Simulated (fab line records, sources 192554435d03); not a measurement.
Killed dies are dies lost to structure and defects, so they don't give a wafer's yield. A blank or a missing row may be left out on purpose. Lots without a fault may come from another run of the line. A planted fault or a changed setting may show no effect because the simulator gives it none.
Which tool did it? | flow n5_finfet | 6 lots, 13 wafers sampled, at 1 step of a route of 1938

WHAT THE GAUGES READ, wafer by wafer
N5_BEOL_M8_OVL_MEAS_12.
lot  | measured     | on         | M8_OVL (nm)
L421 | day 9 23:04  | overlay-01 | 0.3 -0.9
L422 | day 10 08:21 | overlay-02 | 0.1 1.5
L424 | day 10 15:33 | overlay-01 | 0.8 1.4
L434 | day 13 07:35 | overlay-01 | 0.2 0.6
L435 | day 13 22:59 | overlay-01 | -0.3 0.4
L439 | day 14 18:26 | overlay-02 | 0.3 0.6 0.0

WHICH TOOL RAN EACH LOT (tool, then ch and the chambers of the sampled wafers, then the start)
The record holds no process step before these readings.

THE ANSWER, worked out from the rows above alone
Rule: what is usual is taken from the lots themselves. Put in order of their means at a reading, lots are off if they are a third of the lots or fewer, leave a main group of 4 or more, and stand apart from it by a gap of 3 or more times the standard deviation of the main group's means; of several such gaps the widest counts. A main group whose means are all the same, to the digits that the tables above print for the reading, isn't used. A lot without any number at a reading at which 4 lots or more have one is off too. The other lots that the step has rows for count as sound.
No lot is off at any reading shown: from this, nothing can be told.

WHAT THE SIMULATOR HAD PUT IN
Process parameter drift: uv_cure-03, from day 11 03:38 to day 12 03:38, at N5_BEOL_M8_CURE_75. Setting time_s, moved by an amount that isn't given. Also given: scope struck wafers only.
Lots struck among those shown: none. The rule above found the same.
